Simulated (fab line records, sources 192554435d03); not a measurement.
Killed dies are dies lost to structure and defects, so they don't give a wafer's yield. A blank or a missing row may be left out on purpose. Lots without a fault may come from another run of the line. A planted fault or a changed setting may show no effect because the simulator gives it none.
Chamber matching | flow n5_finfet | N5_BEOL_M6_STRIP_67 on rie_diel-05: 4 sister chambers
The step strips in CF4. 16 wafers are shown with their chamber, then 8 later ones without.

WAFERS WITH THEIR CHAMBER
wafer  | chamber | drypump_motor_current_A (A) | showerhead_plenum_p_Torr (Torr) | throttle_valve_pct (%)
L075.1 | 2       | 5.9                         | 1.85                            | 13.94
L075.3 | 1       | 5.1                         | 1.80                            | 13.28
L075.6 | 1       | 5.1                         | 1.80                            | 13.29
L080.2 | 0       | 6.4                         | 1.83                            | 13.42
L080.3 | 3       | 5.7                         | 1.75                            | 13.96
L080.5 | 3       | 5.7                         | 1.75                            | 13.94
L084.1 | 1       | 5.1                         | 1.79                            | 13.35
L084.3 | 3       | 5.7                         | 1.75                            | 13.37
L084.6 | 0       | 6.4                         | 1.83                            | 13.46
L086.1 | 0       | 6.5                         | 1.83                            | 13.45
L086.2 | 3       | 5.7                         | 1.75                            | 13.40
L086.3 | 2       | 5.9                         | 1.84                            | 13.45
L086.4 | 1       | 5.1                         | 1.79                            | 13.35
L086.5 | 1       | 5.1                         | 1.79                            | 13.34
L086.6 | 0       | 6.5                         | 1.83                            | 13.46
L089.2 | 2       | 5.9                         | 1.84                            | 13.45

SIGNATURES (means of the wafers above)
reading                  | chamber 0 | chamber 1 | chamber 2 | chamber 3 | scatter within a chamber
drypump_motor_current_A  | 6.450     | 5.100     | 5.900     | 5.700     | 0.0289
showerhead_plenum_p_Torr | 1.8300    | 1.7940    | 1.8433    | 1.7500    | 0.00394
throttle_valve_pct       | 13.4475   | 13.3220   | 13.6133   | 13.6675   | 0.201
Rule: a wafer's distance from a chamber is the root of the sum, over the readings, of the square of ((its reading less the chamber's mean) divided by the reading's scatter). The wafer belongs to the nearest chamber; if the next one is less than 2 further off, it can't be placed. The scatter: the root of (the sum of the squares of (reading less its chamber's mean) over the shown wafers, divided by (wafers less chambers)).

WAFERS WITHOUT THEIR CHAMBER
wafer  | drypump_motor_current_A (A) | showerhead_plenum_p_Torr (Torr) | throttle_valve_pct (%)
L089.3 | 5.1                         | 1.79                            | 13.34
L089.4 | 5.7                         | 1.75                            | 13.41
L093.1 | 5.9                         | 1.84                            | 13.50
L093.4 | 5.1                         | 1.78                            | 13.41
L093.5 | 5.7                         | 1.75                            | 13.44
L094.1 | 5.7                         | 1.74                            | 13.43
L094.2 | 5.1                         | 1.78                            | 13.39
L094.4 | 5.1                         | 1.78                            | 13.40

WHICH CHAMBER EACH WENT THROUGH
wafer  | from the rows above | in truth
L089.3 | 1                   | 1
L089.4 | 3                   | 3
L093.1 | 2                   | 2
L093.4 | 1                   | 1
L093.5 | 3                   | 3
L094.1 | 3                   | 3
L094.2 | 1                   | 1
L094.4 | 1                   | 1
Placed correctly: 8 of 8. Can't be placed from these rows: 0. Placed wrongly: 0.
